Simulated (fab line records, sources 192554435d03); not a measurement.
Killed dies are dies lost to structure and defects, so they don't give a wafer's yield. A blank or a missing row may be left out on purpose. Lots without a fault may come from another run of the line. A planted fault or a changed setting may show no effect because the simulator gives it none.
fab line records | flow n5_finfet
record lots=24 wafers=72 last_day=17
route steps=1938 shown BEOL_M14@1730 BEOL_M15@1774 MIM_BOT_LITHO@1865
lots that met no fault: from a run of the same line without faults
start_h: hours from the record's first day to the start of the lot's first wafer shown | wait_h: hours since the lot's step before | " the same as in the row above | L1.1+2: a row that stands for several wafers | - no value, or no start given | * or withheld: withheld | < > ~ a bound
route shown NAME@n: a module of which the file shows steps, and the number in the route of the first | usual: mean/standard deviation of fault-free wafers | same: alike in all rows | chamber/n: place in a boat | sites: the reading at each site | _std_site: their standard deviation | _edge_site: outer sites' mean less inner sites' | radius_mm: how far each site lies from the wafer's centre | mask NAME#n: copy n | behind: the tool/chamber that last shaped the wafer | hold: why the lot was held/for how many hours/how that ended | device: the transistor (n, p or np) that didn't switch | end of line: the same wafers' tests at the end of the route | a step without rows: its recipe alone | killed: dies lost to structure and defects at the first sort, not the wafer's yield | map: a wafer's dies, x killed, . not, _ none there
set.NAME: the setting as run; set.NAME@STEP: as run at that earlier step | model.NAME: the simulator's own value behind a step, which no gauge read
steps of the route over a sample of lots; a table a step, a row a wafer
services: from which hour (start_h, from the record's first day; less than 0 if before it) a tool's chamber was out of use, for how many hours, and why
## steps
# step N5_BEOL_M14_ETCH_59
# recipe chemistry=N2/H2 target=BARC target_depth_a=890 overetch_a=267 time_s=67.9 ion_energy_ev=200 pressure_mtorr=30 source_w=840 bias_w=150 n2_flow_sccm=200 h2_flow_sccm=200
# usual drypump_motor_current_A=5.8/0.34 oes_product_au=0.72/0.079 rf_vpp_V=524.3/2.4 showerhead_plenum_p_Torr=2.55/0.078 throttle_valve_pct=17.89/0.21
# same time_s=67.9
# columns lot.wafer tool chamber start_h wait_h drypump_motor_current_A oes_product_au rf_hours_counter_h rf_vpp_V showerhead_plenum_p_Torr throttle_valve_pct
L074.2 rie_diel-06 2 228.86 0.0 5.3 0.60 232 519.8 2.40 18.18
L074.3 " 0 " " 5.9 0.85 3 524.7 2.57 17.55
L074.4 " 2 " " 5.3 0.61 - 521.7 2.40 18.18
L076.2 rie_diel-04 0 235.08 0.0 6.2 0.65 124 521.3 2.44 17.74
L076.5 " 0 " " 6.2 0.66 - 519.8 2.44 17.76
L076.6 " 1 " " 5.4 0.72 - 523.7 2.57 17.97
L075.3 rie_diel-06 2 236.09 0.0 5.3 0.60 235 519.4 2.40 18.16
L075.5 " 0 " " 6.0 0.82 - 524.3 2.57 17.56
L075.6 " 2 " " 5.3 0.60 - 519.5 2.40 18.16
L077.2 rie_diel-04 3 253.28 0.0 5.7 0.60 227 524.4 2.51 18.20
L077.5 " 0 " " 6.1 0.64 - 521.1 2.43 17.75
L077.6 " 3 " " 5.7 0.60 - 523.2 2.51 18.21
L080.1 rie_diel-02 0 257.92 0.0 5.4 0.70 72 524.0 2.58 18.12
L080.4 " 2 " " 5.0 0.60 229 524.2 2.50 18.00
L080.5 " 1 " " 5.6 0.60 - 525.7 2.62 18.20
L079.3 rie_diel-04 3 261.05 0.0 5.7 0.60 230 523.2 2.50 18.20
L079.5 " 3 " " 5.6 0.60 - 523.4 2.50 18.20
L079.6 " 0 " " 6.2 0.65 - 521.9 2.43 17.77
L078.1 rie_diel-06 0 265.59 0.0 6.0 0.80 18 523.5 2.57 17.59
L078.3 " 3 " " 5.9 0.80 13 523.5 2.49 18.03
L078.6 " 1 " " 6.1 0.82 - 526.0 2.59 17.66
L081.2 rie_diel-06 2 272.72 0.0 5.3 0.60 249 518.7 2.40 18.19
L081.4 " 0 " " 6.0 0.79 20 525.7 2.57 17.56
L081.6 " 1 " " 6.1 0.81 - 526.1 2.59 17.68
L083.4 rie_diel-06 0 278.85 0.0 5.9 0.78 - 524.0 2.56 17.59
L083.5 " 1 " " 6.1 0.79 - 526.1 2.59 17.66
L083.6 " 3 " " 5.9 0.78 - 520.7 2.49 18.01
L082.1 rie_diel-06 3 280.64 0.0 5.9 0.77 18 522.7 2.49 18.03
L082.2 " 1 " " 6.1 0.78 9 524.5 2.59 17.69
L082.4 " 3 " " 5.9 0.79 - 522.0 2.49 18.03
L084.3 rie_diel-04 3 282.12 0.0 5.7 0.59 237 522.6 2.50 18.22
L084.4 " 0 " " 6.1 0.65 - 520.2 2.43 17.77
L084.5 " 3 " " 5.7 0.60 - 523.0 2.50 18.20
L085.2 rie_diel-02 3 293.58 0.0 5.8 0.68 99 527.5 2.66 17.88
L085.3 " 2 " " 5.0 0.59 237 521.7 2.50 17.99
L085.6 " 3 " " 5.8 0.68 - 527.1 2.66 17.87
L086.1 rie_diel-06 1 300.51 0.0 6.1 0.78 18 526.8 2.59 17.72
L086.2 " 3 " " 5.9 0.77 27 522.5 2.48 18.04
L086.4 " 0 " " 5.9 0.77 32 524.1 2.56 17.59
L087.2 rie_diel-06 1 303.13 0.0 6.1 0.77 19 525.4 2.58 17.70
L087.3 " 0 " " 5.9 0.77 33 524.5 2.56 17.61
L087.6 " 3 " " 5.9 0.77 - 522.7 2.48 18.03
L088.1 rie_diel-06 1 314.23 0.0 6.1 0.77 23 523.4 2.58 17.71
L088.2 " 0 " " 5.9 0.77 37 523.5 2.56 17.63
L088.4 " 3 " " 5.9 0.75 32 522.0 2.48 18.05
L090.1 rie_diel-06 3 314.74 0.0 5.9 0.76 32 521.4 2.48 18.06
L090.4 " 2 " " 5.3 0.80 9 528.4 2.71 17.77
L090.6 " 0 " " 6.0 0.76 - 524.8 2.56 17.61
L091.1 rie_diel-02 0 324.80 0.0 5.3 0.68 102 526.1 2.57 18.18
L091.3 " 2 " " 5.0 0.59 251 522.2 2.49 18.03
L091.4 " 3 " " 5.8 0.67 - 527.5 2.66 17.92
L089.1 rie_diel-06 2 326.70 0.0 5.3 0.79 13 529.1 2.71 17.75
L089.4 " 3 " " 5.9 0.76 36 520.8 2.48 18.03
L089.6 " 1 " " 6.1 0.76 - 524.7 2.58 17.74
L092.2 rie_diel-02 0 327.48 0.0 5.3 0.68 103 523.9 2.57 18.17
L092.4 " 0 " " 5.3 0.68 - 523.9 2.57 18.18
L092.6 " 3 " " 5.8 0.67 - 527.2 2.66 17.89
L093.1 rie_diel-02 1 333.19 0.0 5.6 0.82 3 527.2 2.61 17.80
L093.5 " 3 " " 5.8 0.66 - 528.2 2.66 17.92
L093.6 " 1 " " 5.6 0.82 - 526.1 2.61 17.78
L094.2 rie_diel-02 3 335.80 0.0 5.7 0.66 118 529.2 2.65 17.93
L094.3 " 0 " " 5.3 0.68 107 524.1 2.56 18.18
L094.5 " 0 " " 5.3 0.68 - 524.2 2.56 18.16
L095.1 rie_diel-04 3 361.33 0.0 5.7 0.82 6 523.3 2.49 17.83
L095.2 " 1 " " 5.4 0.68 124 524.1 2.55 18.04
L095.4 " 2 " " 6.4 0.59 249 520.5 2.41 18.00
L096.2 rie_diel-06 0 361.49 0.0 6.0 0.75 54 523.5 2.55 17.65
L096.3 " 2 " " 5.3 0.77 26 529.9 2.70 17.80
L096.4 " 3 " " 5.9 0.73 48 522.0 2.48 18.08
L097.2 rie_diel-06 2 375.64 0.0 5.3 0.76 31 529.4 2.70 17.79
L097.3 " 0 " " 6.0 0.74 60 524.5 2.55 17.66
L097.6 " 0 " " 5.9 0.74 - 524.6 2.55 17.66
# step N5_BEOL_M14_STRIP_64
# recipe chemistry=O2 power_w=600 temp_c=60 pressure_mtorr=30 rf_frequency_hz=6e+07 bias_power_w=0 overash_fraction=0.3 o2_flow_sccm=225
# usual drypump_motor_current_A=5.8/0.34 oes_product_au=0.84/0.099 rf_vpp_V=3.6/0.5 showerhead_plenum_p_Torr=2.10/0.068 throttle_valve_pct=16.70/0.2
# columns lot.wafer tool chamber start_h wait_h drypump_motor_current_A oes_product_au rf_hours_counter_h rf_vpp_V showerhead_plenum_p_Torr throttle_valve_pct
L074.2 rie_diel-06 2 - - 5.3 0.70 232 3.7 1.98 16.97
L074.3 " 0 " " 5.9 1.00 3 4.2 2.12 16.33
L074.4 " 2 " " 5.3 0.70 - 3.5 1.98 16.96
L076.2 rie_diel-04 0 - - 6.1 0.77 124 3.2 2.03 16.72
L076.5 " 0 " " 6.1 0.76 - 3.8 2.03 16.73
L076.6 " 1 " " 5.4 0.87 - 3.7 2.11 16.65
L075.3 rie_diel-06 2 - - 5.3 0.70 235 3.6 1.98 16.99
L075.5 " 0 " " 5.9 0.99 - 2.9 2.12 16.35
L075.6 " 2 " " 5.2 0.70 - 4.3 1.98 16.97
L077.2 rie_diel-04 3 - - 5.7 0.70 227 4.0 2.07 17.02
L077.5 " 0 " " 6.1 0.76 - 3.1 2.02 16.74
L077.6 " 3 " " 5.6 0.70 - 3.8 2.07 17.02
L080.1 rie_diel-02 0 - - 5.3 0.84 73 3.8 2.10 16.73
L080.4 " 2 " " 5.0 0.70 229 3.8 2.08 16.85
L080.5 " 1 " " 5.6 0.70 - 3.9 2.18 17.13
L079.3 rie_diel-04 3 - - 5.7 0.70 230 4.6 2.07 17.04
L079.5 " 3 " " 5.6 0.70 - 3.5 2.07 17.02
L079.6 " 0 " " 6.2 0.76 - 3.5 2.02 16.75
L078.1 rie_diel-06 0 - - 5.9 0.94 18 3.2 2.12 16.38
L078.3 " 3 " " 5.9 0.93 13 3.9 2.05 16.82
L078.6 " 1 " " 6.1 0.97 - 3.2 2.14 16.54
L081.2 rie_diel-06 2 - - 5.3 0.68 249 3.8 1.98 17.00
L081.4 " 0 " " 5.9 0.93 20 3.3 2.12 16.36
L081.6 " 1 " " 6.1 0.96 - 3.6 2.14 16.53
L083.4 rie_diel-06 0 - - 5.9 0.92 - 4.3 2.11 16.37
L083.5 " 1 " " 6.1 0.95 - 3.2 2.14 16.53
L083.6 " 3 " " 5.9 0.92 - 3.8 2.04 16.84
L082.1 rie_diel-06 3 - - 5.9 0.91 19 2.4 2.04 16.83
L082.2 " 1 " " 6.1 0.94 9 4.2 2.14 16.54
L082.4 " 3 " " 5.9 0.91 - 3.8 2.04 16.85
L084.3 rie_diel-04 3 - - 5.6 0.70 237 3.5 2.07 17.05
L084.4 " 0 " " 6.2 0.75 - 3.0 2.02 16.76
L084.5 " 3 " " 5.7 0.69 - 3.5 2.07 17.04
L085.2 rie_diel-02 3 - - 5.7 0.78 99 4.0 2.22 16.75
L085.3 " 2 " " 5.0 0.70 238 4.5 2.07 16.87
L085.6 " 3 " " 5.7 0.79 - 3.7 2.22 16.76
L086.1 rie_diel-06 1 - - 6.1 0.91 18 3.7 2.14 16.56
L086.2 " 3 " " 5.9 0.89 27 3.5 2.04 16.86
L086.4 " 0 " " 5.9 0.91 32 3.0 2.11 16.39
L087.2 rie_diel-06 1 - - 6.1 0.92 19 3.5 2.13 16.55
L087.3 " 0 " " 5.9 0.91 33 3.6 2.11 16.39
L087.6 " 3 " " 5.9 0.89 - 3.5 2.04 16.88
L088.1 rie_diel-06 1 - - 6.1 0.91 23 3.9 2.13 16.57
L088.2 " 0 " " 5.9 0.91 37 3.7 2.11 16.39
L088.4 " 3 " " 5.9 0.90 32 3.9 2.04 16.88
L090.1 rie_diel-06 3 - - 5.9 0.89 32 3.6 2.04 16.86
L090.4 " 2 " " 5.3 0.95 9 3.4 2.24 16.54
L090.6 " 0 " " 5.9 0.91 - 3.8 2.11 16.40
L091.1 rie_diel-02 0 - - 5.3 0.81 102 4.9 2.09 16.78
L091.3 " 2 " " 5.0 0.69 251 3.3 2.07 16.89
L091.4 " 3 " " 5.8 0.76 - 4.1 2.22 16.80
L089.1 rie_diel-06 2 - - 5.3 0.94 13 3.7 2.24 16.53
L089.4 " 3 " " 5.9 0.88 36 4.7 2.04 16.88
L089.6 " 1 " " 6.1 0.90 - 3.9 2.13 16.57
L092.2 rie_diel-02 0 - - 5.3 0.81 103 4.3 2.09 16.78
L092.4 " 0 " " 5.3 0.82 - 3.4 2.09 16.78
L092.6 " 3 " " 5.7 0.77 - 3.7 2.22 16.78
L093.1 rie_diel-02 1 - - 5.5 0.97 3 2.8 2.17 16.69
L093.5 " 3 " " 5.8 0.78 - 3.0 2.22 16.80
L093.6 " 1 " " 5.5 0.98 - 3.4 2.17 16.70
L094.2 rie_diel-02 3 - - 5.8 0.77 118 3.6 2.22 16.82
L094.3 " 0 " " 5.3 0.81 107 3.1 2.08 16.79
L094.5 " 0 " " 5.4 0.82 - 4.8 2.08 16.78
L095.1 rie_diel-04 3 - - 5.7 0.98 6 3.7 2.06 16.61
L095.2 " 1 " " 5.4 0.81 125 3.4 2.09 16.75
L095.4 " 2 " " 6.4 0.69 249 2.9 1.97 16.76
L096.2 rie_diel-06 0 - - 5.9 0.87 55 3.4 2.10 16.44
L096.3 " 2 " " 5.2 0.90 26 3.1 2.23 16.57
L096.4 " 3 " " 5.9 0.86 48 4.1 2.03 16.90
L097.2 rie_diel-06 2 - - 5.3 0.89 31 3.1 2.23 16.59
L097.3 " 0 " " 5.9 0.87 60 3.4 2.10 16.43
L097.6 " 0 " " 5.9 0.87 - 3.2 2.10 16.45
# step N5_BEOL_M14_SPUTTER_43
# recipe material=TaN target_thk_a=150 temp_c=50 bias_v=168.6 power_w=15000 chamber_pressure_pa=0.12 time_s=24.19
# usual cathode_dc_power_W=15000/2.9 throttle_valve_pct=29.6/1.2
# same time_s=24.19
# columns lot.wafer tool chamber start_h wait_h cathode_dc_power_W throttle_valve_pct
L074.2 pvd_sputter-02 - 231.78 0.0 15000 31.0
L074.3 " - " " 14996 29.1
L074.4 " - " " 14996 28.7
L076.2 pvd_sputter-01 - 237.55 0.0 15002 27.8
L076.5 " - " " 14997 29.6
L076.6 " - " " 14999 30.4
L075.3 pvd_sputter-01 - 238.79 0.0 14997 30.5
L075.5 " - " " 15000 27.9
L075.6 " - " " 15000 28.9
L077.2 pvd_sputter-03 - 258.46 0.0 15002 28.6
L077.5 " - " " 15004 30.1
L077.6 " - " " 15005 28.7
L080.1 pvd_sputter-03 - 260.58 0.0 15001 28.7
L080.4 " - " " 14999 29.7
L080.5 " - " " 14998 32.1
L079.3 pvd_sputter-01 - 265.62 0.0 15000 27.8
L079.5 " - " " 14999 29.8
L079.6 " - " " 15001 29.0
L078.1 pvd_sputter-01 - 267.90 0.0 15000 29.6
L078.3 " - " " 15008 27.9
L078.6 " - " " 15001 29.0
L081.2 pvd_sputter-01 - 275.47 0.0 14998 29.6
L081.4 " - " " 14998 29.0
L081.6 " - " " 15000 28.0
L083.4 pvd_sputter-02 - 280.78 0.0 15005 28.7
L083.5 " - " " 15006 29.0
L083.6 " - " " 14999 30.6
L082.1 pvd_sputter-02 - 283.62 0.0 15001 28.5
L082.2 " - " " 15003 28.6
L082.4 " - " " 15003 28.9
L084.3 pvd_sputter-02 - 284.28 0.0 14998 28.8
L084.4 " - " " 14993 30.7
L084.5 " - " " 15004 29.0
L085.2 pvd_sputter-01 - 295.97 0.0 15000 29.8
L085.3 " - " " 15003 30.3
L085.6 " - " " 15001 28.9
L086.1 pvd_sputter-03 - 303.73 0.0 15004 31.9
L086.2 " - " " 15002 28.8
L086.4 " - " " 15002 29.8
L087.2 pvd_sputter-03 - 306.51 0.0 15004 29.5
L087.3 " - " " 14994 28.7
L087.6 " - " " 14996 29.8
L088.1 pvd_sputter-01 - 320.93 0.0 14997 28.1
L088.2 " - " " 15001 28.9
L088.4 " - " " 15000 29.4
L090.1 pvd_sputter-03 - 322.85 0.0 14997 28.4
L090.4 " - " " 15002 32.0
L090.6 " - " " 15000 29.8
L091.1 pvd_sputter-01 - 328.53 0.0 14999 30.5
L091.3 " - " " 15007 27.8
L091.4 " - " " 14998 28.8
L089.1 pvd_sputter-02 - 329.84 0.0 14998 28.5
L089.4 " - " " 15004 28.7
L089.6 " - " " 14999 28.4
L092.2 pvd_sputter-03 - 331.39 0.0 15000 32.2
L092.4 " - " " 15003 32.2
L092.6 " - " " 15000 28.8
L093.1 pvd_sputter-02 - 335.58 0.0 14997 28.6
L093.5 " - " " 15000 28.8
L093.6 " - " " 14997 31.1
L094.2 pvd_sputter-03 - 338.81 0.0 15003 29.9
L094.3 " - " " 15001 32.0
L094.5 " - " " 15002 32.1
L095.1 pvd_sputter-02 - 365.53 0.0 14998 28.8
L095.2 " - " " 15000 28.4
L095.4 " - " " 15003 29.3
L096.2 pvd_sputter-03 - 365.57 0.0 14998 31.8
L096.3 " - " " 15001 29.7
L096.4 " - " " 14998 30.0
L097.2 pvd_sputter-02 - 378.94 0.0 14999 30.8
L097.3 " - " " 15000 28.9
L097.6 " - " " 15002 28.6
# step N5_BEOL_M15_THK_MEAS_01
# recipe reads=SiO2_of_BEOL_M15_ILD_DEP_00
# usual M15_ILD_THK=1628/21
# columns lot.wafer tool chamber start_h wait_h M15_ILD_THK[nm]
L074.2 film_metro-02 - 233.28 0.1 1592
L074.3 " - " " 1597
L074.4 " - " " 1629
L076.2 film_metro-01 - 239.05 0.1 1656
L076.5 " - " " 1637
L076.6 " - " " 1661
L075.3 film_metro-02 - 240.30 0.1 1639
L075.5 " - " " 1625
L075.6 " - " " 1638
L077.2 film_metro-02 - 259.97 0.1 1619
L077.5 " - " " 1645
L077.6 " - " " 1650
L080.1 film_metro-01 - 262.19 0.2 1599
L080.4 " - " " 1614
L080.5 " - " " 1650
L079.3 film_metro-02 - 267.24 0.1 1634
L079.5 " - " " 1629
L079.6 " - " " 1636
L078.1 film_metro-01 - 269.53 0.1 1632
L078.3 " - " " 1614
L078.6 " - " " 1630
L081.2 film_metro-02 - 276.97 0.1 1637
L081.4 " - " " 1651
L081.6 " - " " 1653
L083.4 film_metro-01 - 282.29 0.0 1674
L083.5 " - " " 1665
L083.6 " - " " 1639
L082.1 film_metro-02 - 285.12 0.1 1617
L082.2 " - " " 1619
L082.4 " - " " 1657
L084.3 film_metro-01 - 285.78 0.1 1659
L084.4 " - " " 1639
L084.5 " - " " 1658
L085.2 film_metro-02 - 297.52 0.1 1633
L085.3 " - " " 1590
L085.6 " - " " 1627
L086.1 film_metro-01 - 305.26 0.1 1616
L086.2 " - " " 1631
L086.4 " - " " 1640
L087.2 film_metro-02 - 308.01 0.1 1615
L087.3 " - " " 1592
L087.6 " - " " 1590
L088.1 film_metro-02 - 322.46 0.1 1610
L088.2 " - " " 1630
L088.4 " - " " 1637
L090.1 film_metro-01 - 324.44 0.1 1616
L090.4 " - " " 1651
L090.6 " - " " 1643
L091.1 film_metro-01 - 330.03 0.1 1620
L091.3 " - " " 1605
L091.4 " - " " 1631
L089.1 film_metro-02 - 331.61 0.1 1628
L089.4 " - " " 1651
L089.6 " - " " 1629
L092.2 film_metro-02 - 333.27 0.3 1601
L092.4 " - " " 1614
L092.6 " - " " 1625
L093.1 film_metro-02 - 337.26 0.1 1635
L093.5 " - " " 1671
L093.6 " - " " 1670
L094.2 film_metro-02 - 340.31 0.1 1630
L094.3 " - " " 1611
L094.5 " - " " 1641
L095.1 film_metro-01 - 367.03 0.1 1610
L095.2 " - " " 1610
L095.4 " - " " 1627
L096.2 film_metro-02 - 367.30 0.1 1608
L096.3 " - " " 1580
L096.4 " - " " 1620
L097.2 film_metro-01 - 380.74 0.1 1602
L097.3 " - " " 1631
L097.6 " - " " 1639
# step N5_BEOL_M15_RS_MEAS_54
# recipe thk_meas_gauge=four-point-probe reads=Cu_of_BEOL_M15_ECD_47+Ta_of_BEOL_M15_SPUTTER_44+TaN_of_BEOL_M15_SPUTTER_43
# usual M15_RS=0.0216/0.00036
# columns lot.wafer tool chamber start_h wait_h M15_RS[ohm/sq]
L074.2 film_metro-02 - 237.33 0.1 0.0223
L074.3 " - " " 0.0220
L074.4 " - " " 0.0224
L076.2 film_metro-01 - 243.80 0.1 0.0214
L076.5 " - " " 0.0216
L076.6 " - " " 0.0218
L075.3 film_metro-01 - 246.43 0.1 0.0217
L075.5 " - " " 0.0219
L075.6 " - " " 0.0213
L077.2 film_metro-02 - 264.51 0.1 0.0219
L077.5 " - " " 0.0215
L077.6 " - " " 0.0221
L080.1 film_metro-02 - 266.64 0.0 0.0223
L080.4 " - " " 0.0218
L080.5 " - " " 0.0216
L079.3 film_metro-01 - 272.28 0.1 0.0218
L079.5 " - " " 0.0218
L079.6 " - " " 0.0211
L078.1 film_metro-02 - 274.44 0.0 0.0216
L078.3 " - " " 0.0215
L078.6 " - " " 0.0222
L081.2 film_metro-02 - 281.92 0.1 0.0217
L081.4 " - " " 0.0220
L081.6 " - " " 0.0215
L083.4 film_metro-01 - 287.77 0.0 0.0215
L083.5 " - " " 0.0223
L083.6 " - " " 0.0218
L082.1 film_metro-02 - 289.49 0.0 0.0219
L082.2 " - " " 0.0223
L082.4 " - " " 0.0212
L084.3 film_metro-02 - 290.44 0.1 0.0215
L084.4 " - " " 0.0219
L084.5 " - " " 0.0222
L085.2 film_metro-02 - 304.16 0.1 0.0214
L085.3 " - " " 0.0218
L085.6 " - " " 0.0216
L086.1 film_metro-02 - 310.53 0.1 0.0220
L086.2 " - " " 0.0214
L086.4 " - " " 0.0213
L087.2 film_metro-01 - 313.52 0.1 0.0220
L087.3 " - " " 0.0216
L087.6 " - " " 0.0213
L088.1 film_metro-01 - 326.73 0.0 0.0210
L088.2 " - " " 0.0216
L088.4 " - " " 0.0220
L090.1 film_metro-01 - 329.37 0.0 0.0219
L090.4 " - " " 0.0211
L090.6 " - " " 0.0215
L091.1 film_metro-02 - 335.35 0.0 0.0213
L091.3 " - " " 0.0214
L091.4 " - " " 0.0218
L089.1 film_metro-01 - 335.91 0.0 0.0224
L089.4 " - " " 0.0211
L089.6 " - " " 0.0214
L092.2 film_metro-02 - 337.37 0.1 0.0215
L092.4 " - " " 0.0214
L092.6 " - " " 0.0216
L093.1 film_metro-02 - 342.34 0.0 0.0213
L093.5 " - " " 0.0214
L093.6 " - " " 0.0223
L094.2 film_metro-01 - 347.31 0.1 0.0218
L094.3 " - " " 0.0214
L094.5 " - " " 0.0219
L095.1 film_metro-02 - 372.82 0.0 0.0216
L095.2 " - " " 0.0221
L095.4 " - " " 0.0217
L096.2 film_metro-01 - 373.68 0.1 0.0214
L096.3 " - " " 0.0218
L096.4 " - " " 0.0215
L097.2 film_metro-02 - 386.84 0.1 0.0208
L097.3 " - " " 0.0214
L097.6 " - " " 0.0206
# step N5_MIM_BOT_LITHO_DESCUM_10
# recipe chemistry=O2 time_s=7.9 source_power_w=50 bias_power_w=20 pressure_mtorr=20 rf_frequency_hz=2.712e+07 temp_c=40 o2_flow_sccm=225
# usual drypump_motor_current_A=5.7/0.38 oes_product_au=0.81/0.097 rf_vpp_V=243.0/1.4 showerhead_plenum_p_Torr=2.08/0.069 throttle_valve_pct=20.51/0.17
# same time_s=7.9
# columns lot.wafer tool chamber start_h wait_h drypump_motor_current_A oes_product_au rf_hours_counter_h rf_vpp_V showerhead_plenum_p_Torr throttle_valve_pct
L074.2 rie_diel-04 1 242.50 0.0 5.4 0.85 80 243.2 2.11 20.42
L074.3 " 2 " " 6.4 0.72 209 240.7 1.98 20.37
L074.4 " 3 " " 5.7 0.70 223 241.3 2.07 20.75
L076.2 rie_diel-06 2 247.55 0.0 5.3 0.69 240 239.9 1.98 20.69
L076.5 " 0 " " 6.0 0.96 - 243.4 2.12 20.14
L076.6 " 3 " " 5.9 0.96 - 243.6 2.04 20.62
L075.3 rie_diel-06 3 251.86 0.0 5.9 0.95 8 243.9 2.04 20.62
L075.5 " 2 " " 5.3 0.70 - 241.5 1.98 20.70
L075.6 " 0 " " 5.9 0.96 - 243.3 2.12 20.15
L077.2 rie_diel-04 3 269.26 0.0 5.6 0.70 232 243.9 2.07 20.76
L077.5 " 1 " " 5.4 0.84 - 244.1 2.10 20.41
L077.6 " 0 " " 6.1 0.76 - 240.3 2.02 20.52
L080.1 rie_diel-02 3 271.56 0.1 5.8 0.79 89 243.5 2.22 20.59
L080.4 " 0 " " 5.3 0.84 - 244.0 2.09 20.53
L080.5 " 3 " " 5.8 0.80 - 245.4 2.22 20.58
L079.3 rie_diel-04 2 276.48 0.1 6.4 0.70 221 240.3 1.98 20.39
L079.5 " 0 " " 6.1 0.75 - 242.7 2.02 20.55
L079.6 " 1 " " 5.4 0.84 - 244.7 2.10 20.44
L078.1 rie_diel-04 0 278.61 0.0 6.1 0.74 142 241.4 2.02 20.55
L078.3 " 2 " " 6.4 0.71 222 242.2 1.98 20.40
L078.6 " 0 " " 6.1 0.75 - 241.6 2.02 20.55
L081.2 rie_diel-04 3 287.62 0.0 5.7 0.70 240 241.8 2.06 20.77
L081.4 " 1 " " 5.4 0.84 97 244.0 2.10 20.44
L081.6 " 0 " " 6.1 0.76 - 242.5 2.01 20.52
L083.4 rie_diel-02 0 292.46 0.0 5.3 0.83 87 243.5 2.09 20.55
L083.5 " 2 " " 5.0 0.69 - 241.5 2.07 20.57
L083.6 " 1 " " 5.6 0.69 - 244.9 2.17 20.87
L082.1 rie_diel-04 3 294.65 0.3 5.6 0.69 242 243.4 2.06 20.78
L082.2 " 2 " " 6.4 0.70 225 241.2 1.98 20.41
L082.4 " 0 " " 6.1 0.75 148 242.0 2.01 20.55
L084.3 rie_diel-04 3 295.63 0.0 5.7 0.69 242 241.2 2.06 20.77
L084.4 " 2 " " 6.3 0.70 225 242.0 1.98 20.38
L084.5 " 0 " " 6.1 0.75 - 240.7 2.01 20.55
L085.2 rie_diel-02 0 308.66 0.0 5.3 0.82 94 242.9 2.08 20.55
L085.3 " 1 " " 5.5 0.69 250 244.7 2.17 20.90
L085.6 " 3 " " 5.8 0.79 - 245.7 2.22 20.64
L086.1 rie_diel-04 1 316.00 0.1 5.4 0.81 108 244.0 2.10 20.45
L086.2 " 2 " " 6.4 0.70 233 241.1 1.97 20.41
L086.4 " 0 " " 6.1 0.73 156 241.7 2.01 20.56
L087.2 rie_diel-04 0 317.30 0.0 6.2 0.74 156 242.1 2.01 20.57
L087.3 " 1 " " 5.4 0.82 108 242.7 2.10 20.47
L087.6 " 3 " " 5.7 0.69 - 242.6 2.06 20.78
L088.1 rie_diel-06 0 330.95 0.0 6.0 0.90 44 244.2 2.10 20.16
L088.2 " 2 " " 5.3 0.93 15 244.8 2.23 20.34
L088.4 " 1 " " 6.1 0.90 29 244.2 2.13 20.35
L090.1 rie_diel-02 0 333.67 0.0 5.3 0.81 106 245.3 2.08 20.58
L090.4 " 3 " " 5.7 0.78 - 246.4 2.21 20.63
L090.6 " 1 " " 5.5 0.99 - 243.9 2.17 20.50
L091.1 rie_diel-06 1 340.27 0.3 6.1 0.88 33 245.9 2.13 20.36
L091.3 " 3 " " 5.9 0.86 40 242.3 2.03 20.66
L091.4 " 0 " " 6.0 0.88 47 243.5 2.10 20.17
L089.1 rie_diel-06 0 340.40 0.1 6.0 0.90 47 243.1 2.10 20.19
L089.4 " 3 " " 5.9 0.87 40 245.0 2.03 20.67
L089.6 " 1 " " 6.1 0.88 - 243.7 2.13 20.36
L092.2 rie_diel-04 1 341.98 0.0 5.4 0.81 119 243.6 2.09 20.46
L092.4 " 2 " " 6.4 0.68 244 241.2 1.97 20.43
L092.6 " 0 " " 6.1 0.73 - 241.0 2.01 20.57
L093.1 rie_diel-04 3 346.33 0.0 5.7 0.99 2 241.7 2.06 20.40
L093.5 " 1 " " 5.4 0.81 - 243.6 2.09 20.47
L093.6 " 0 " " 6.2 0.73 - 242.4 2.01 20.56
L094.2 rie_diel-04 0 351.59 0.0 6.1 0.74 170 241.9 2.01 20.57
L094.3 " 1 " " 5.4 0.82 122 243.3 2.09 20.48
L094.5 " 2 " " 6.4 0.69 - 241.0 1.97 20.45
L095.1 rie_diel-04 3 376.13 0.0 5.6 0.95 13 241.9 2.06 20.42
L095.2 " 1 " " 5.4 0.80 132 242.2 2.09 20.48
L095.4 " 1 " " 5.4 0.79 - 244.0 2.09 20.49
L096.2 rie_diel-02 0 379.10 0.3 5.3 0.79 121 243.8 2.07 20.60
L096.3 " 2 " " 5.0 0.94 14 244.6 2.06 20.26
L096.4 " 0 " " 5.3 0.79 - 244.2 2.07 20.59
L097.2 rie_diel-04 3 391.65 0.0 5.7 0.93 21 242.6 2.05 20.44
L097.3 " 2 " " 6.4 0.97 7 245.1 2.23 20.11
L097.6 " 3 " " 5.6 0.93 - 244.0 2.05 20.45
## services
# columns tool chamber start_h hours kind
rie_diel-04 0 208.52 8.1 repair
rie_diel-06 3 218.47 - clean
rie_diel-06 3 218.47 - consumable_replace:focus_ring
rie_diel-06 3 218.47 14.5 scheduled_down
rie_diel-06 3 218.47 14.5 vent_cycle
rie_diel-06 - 224.00 4.3 pm
rie_diel-06 1 232.93 - clean
rie_diel-06 1 232.93 - consumable_replace:focus_ring
rie_diel-06 1 232.93 23.5 scheduled_down
rie_diel-06 1 232.93 23.5 vent_cycle
rie_diel-02 2 266.21 11.0 repair
rie_diel-06 2 275.51 - clean
rie_diel-06 2 275.51 - consumable_replace:focus_ring
rie_diel-06 2 275.51 - consumable_replace:showerhead
rie_diel-06 2 275.51 16.2 scheduled_down
rie_diel-06 2 275.51 16.2 vent_cycle
rie_diel-04 - 279.19 1.3 repair
rie_diel-04 2 280.55 4.1 repair
pvd_sputter-02 - 284.61 5.1 repair
rie_diel-06 - 319.94 0.8 repair
rie_diel-04 3 320.95 - clean
rie_diel-04 0 366.47 32.6 repair
rie_diel-02 3 377.58 6.5 repair
rie_diel-02 2 383.38 5.2 repair
## key
fault none
